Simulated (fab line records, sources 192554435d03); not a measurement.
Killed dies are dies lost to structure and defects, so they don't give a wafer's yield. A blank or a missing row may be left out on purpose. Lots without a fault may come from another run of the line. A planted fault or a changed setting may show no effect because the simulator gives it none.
Chamber matching | flow n5_finfet | N5_BEOL_M3_ALD_84 on ald_metal-02: 4 sister chambers
The step deposits TaN, pulse time 2 s, purge time 3 s, co reactant purge time 2 s. 8 wafers are shown with their chamber, then 12 later ones without.

WAFERS WITH THEIR CHAMBER
wafer  | chamber | heater_power_w (W) | precursor_vessel_carrier_sccm (sccm)
L083.3 | 1       | 432                | 1003.6
L083.4 | 0       | 363                | 999.8
L083.6 | 1       | 425                | 997.9
L087.4 | 3       | 390                | 1001.2
L087.5 | 0       | 374                | 997.2
L085.3 | 2       | 428                | 997.3
L085.4 | 3       | 401                | 999.9
L085.5 | 2       | 421                | 995.6

WAFERS WITHOUT THEIR CHAMBER
wafer  | heater_power_w (W) | precursor_vessel_carrier_sccm (sccm)
L089.1 | 432                | 1005.3
L089.3 | 372                | 998.0
L089.4 | 412                | 996.3
L095.4 | 422                | 1001.3
L095.5 | 411                | 995.3
L095.6 | 382                | 994.1
L096.2 | 373                | 1000.9
L096.3 | 421                | 999.4
L096.5 | 432                | 998.2
L097.1 | 398                | 1001.6
L097.4 | 435                | 997.7
L097.5 | 422                | 1002.0

WHICH CHAMBER EACH WENT THROUGH
wafer  | from the rows above          | in truth
L089.1 | can't be placed: 1 or 2      | 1
L089.3 | 0                            | 0
L089.4 | can't be placed: 2 or 3 or 1 | 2
L095.4 | can't be placed: 1 or 2      | 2
L095.5 | can't be placed: 2 or 3 or 1 | 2
L095.6 | can't be placed: 0 or 3      | 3
L096.2 | 0                            | 0
L096.3 | can't be placed: 1 or 2      | 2
L096.5 | can't be placed: 1 or 2      | 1
L097.1 | 3                            | 3
L097.4 | can't be placed: 1 or 2      | 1
L097.5 | can't be placed: 1 or 2      | 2
Placed correctly: 3 of 12. Can't be placed from these rows: 9 (the true chamber is among the candidates in 9). Placed wrongly: 0.
How it was worked out, from the rows above alone: a wafer's distance from a chamber is the root of the sum, over the readings, of the square of ((its reading less the chamber's mean) divided by the reading's scatter). The wafer belongs to the nearest chamber; if the next one is less than 2 further off, it can't be placed. A chamber's mean is the mean of its shown wafers. The scatter: the root of (the sum of the squares of (reading less its chamber's mean) over the shown wafers, divided by (wafers less chambers)).
